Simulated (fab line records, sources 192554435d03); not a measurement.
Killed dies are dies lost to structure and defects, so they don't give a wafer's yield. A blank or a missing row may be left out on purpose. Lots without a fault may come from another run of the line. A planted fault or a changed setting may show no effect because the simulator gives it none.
A struck lot beside a sound one | flow n5_finfet | 37 steps out of a route of 1938
Sound: wafers L252.1, L252.4, L252.6. Struck: wafers L258.1, L258.5. (L258.6 of the same lot was not struck and is left out.) The cause comes at the end.
At each step with rows: each side's tool, then ch and its chambers, then its first start. Under that, the readings that differ: sound wafers | struck wafers | difference of the means | sigmas: that difference in standard deviations of wafers without a fault.
alike: readings whose means differ by less than 2 such deviations, and words and numbers that are the same on both sides. not compared: withheld readings, readings that some wafer has no value for, bounds like >300 that may hide the same value, and numbers for which the record gives no deviation and whose values overlap.
The two part at a step that has a row with sigmas, a row that says differs or no value, or rows on one side only. Numbers that don't overlap but have no deviation are shown without sigmas and don't part them. A reading that every wafer of one side lacks parts them only if that side has two wafers or more.

first, 8 steps without rows for these wafers: N5_BEOL_M2_ECD_50 (material Cu, target thk 300 nm); N5_BEOL_M2_ANNEAL_51 (time 90 s); N5_BEOL_M2_CMP_52 (polishes, stops on SiOC, t overpolish 6.8 s, target thk 40 nm); N5_BEOL_M2_PRE_CLEAN_60 (time 15 s); N5_BEOL_M2_CO_CAP_55 (material Co, precursor CCTBA/H2, target thk 2 nm, time 102.1 s); N5_BEOL_M2_PRE_CLEAN_56 (time 15 s); N5_BEOL_M2_DEP_57 (deposits SiCN from 3MS/NH3, target thk 8 nm, time 14 s); N5_BEOL_M3_ILD_DEP_00 (deposits SiOC from DEMS/O2, target thk 79 nm, time 15.3 s).
N5_BEOL_M3_PECVD_72: deposits SiO2 from TEOS/O2, target thk 16 nm, time 18 s.
  sound on pecvd-04 ch 1,2, day 7 11:23; struck on pecvd-04 ch 0, day 8 20:28
  reading                                    | sound                | struck        | difference | sigmas
  susceptor_temp_C (C)                       | 400.06 400.38 399.92 | 412.66 412.94 | +12.68     | +51
  model.SiO2_of_BEOL_M3_PECVD_72.thk_nm (nm) | 15.8 16 16           | 14.6 14.8     | -1.2       |
  alike: heater_power_w, showerhead_plenum_p_Torr, throttle_valve_pct
then, 25 steps without rows for these wafers: N5_BEOL_M3_HM_DEP_02 (deposits TiN, target thk 20 nm); N5_BEOL_M3_COAT_61 (time 60 s, resist thk 60 nm); N5_BEOL_M3_COAT_62 (time 60 s, resist thk 12 nm); N5_BEOL_M3_COAT_73 (time 60 s, resist thk 5 nm); N5_BEOL_M3_COAT_05 (resist thk 30 nm); N5_BEOL_M3_EBR_07; N5_BEOL_M3_SOFTBAKE_06 (time 60 s); N5_BEOL_M3_EXPOSE_08 (exposes mask M3); N5_BEOL_M3_PEB_09 (peb time 60 s); N5_BEOL_M3_DEVELOP_10 (develop time 30 s); N5_BEOL_M3_DESCUM_16 (chemistry O2, time 7 s); N5_BEOL_M3_ETCH_74 (etches underlayer in N2/H2, target depth 6.5 nm, time 5.2 s); N5_BEOL_M3_ETCH_63 (etches SiARC in CF4, target depth 15.6 nm, time 26 s); N5_BEOL_M3_ETCH_64 (etches SOC in N2/H2, target depth 75 nm, overetch 15 nm, time 112.5 s); N5_BEOL_M3_STRIP_65 (strips in N2/H2); N5_BEOL_M3_STRIP_75 (strips in N2/H2); N5_BEOL_M3_STRIP_66 (strips in CF4); N5_BEOL_M3_HM_OPEN_17 (chemistry Cl2/BCl3, target TiN, target depth 20 nm, overetch 6 nm); N5_BEOL_M3_STRIP_19 (strips in O2); N5_BEOL_M3_COAT_67 (time 60 s, resist thk 60 nm); N5_BEOL_M3_COAT_68 (time 60 s, resist thk 12 nm); N5_BEOL_M3_COAT_76 (time 60 s, resist thk 5 nm); N5_BEOL_M3_COAT_22 (resist thk 30 nm); N5_BEOL_M3_EBR_24; N5_BEOL_M3_SOFTBAKE_23 (time 60 s).
N5_BEOL_M3_HM_STRIP_39: strips TiN in peroxide tin strip, target depth 25 nm, time 158 s.
  sound on wet_bench-03 ch 1,3,6, day 7 15:43; struck on wet_bench-03 ch 2,7, day 9 05:36
  reading                                    | sound          | struck    | difference | sigmas
  model.SiO2_of_BEOL_M3_PECVD_72.thk_nm (nm) | 15.8 15.8 15.8 | 14.4 14.8 | -1.2       |
N5_BEOL_M3_CMP_52: polishes, stops on SiOC, t overpolish 6.8 s, target thk 40 nm.
  sound on cmp-03 ch 0,2, day 7 19:29; struck on cmp-04 ch 1,3, day 9 09:25
  reading                      | sound          | struck    | difference | sigmas
  barrier_field_endpoint_s (s) | 25.1 24.5 25.0 | 22.7 23.3 | -1.9       | -3
  alike: clearing_platen_down_force_psi, motor_current_A, retaining_ring_pressure_frac, slurry_filter_dp_kPa
  not compared: pad_life_wafers
N5_BEOL_M4_RC_MEAS_101:
  sound on prober-01 ch 0, day 8 08:08; struck on prober-01 ch 0, day 9 19:44
  reading        | sound                | struck        | difference | sigmas
  DIBL_N (mV/V)  | 36.3 37.6 38.5       | 34.9 34.5     | -2.8       | -2
  IOFF_P (nA/um) | 0.207 0.240 0.257    | 0.178 0.172   | -0.060     | -2
  ION_P (uA/um)  | 462 469 472          | 457 455       | -12        | -2
  VT_P (mV)      | -251.2 -248.3 -243.6 | -254.8 -253.9 | -6.7       | -2
  alike: DIBL_P, IOFF_N, ION_N, SS_N, SS_P, VT_N

WHERE THEY PART
First at N5_BEOL_M3_PECVD_72; last, within this record, at N5_BEOL_M4_RC_MEAS_101.

WHY: what the simulator had put in
Process parameter drift: pecvd-04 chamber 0, from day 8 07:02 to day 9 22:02, at N5_BEOL_M3_PECVD_72. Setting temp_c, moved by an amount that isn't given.
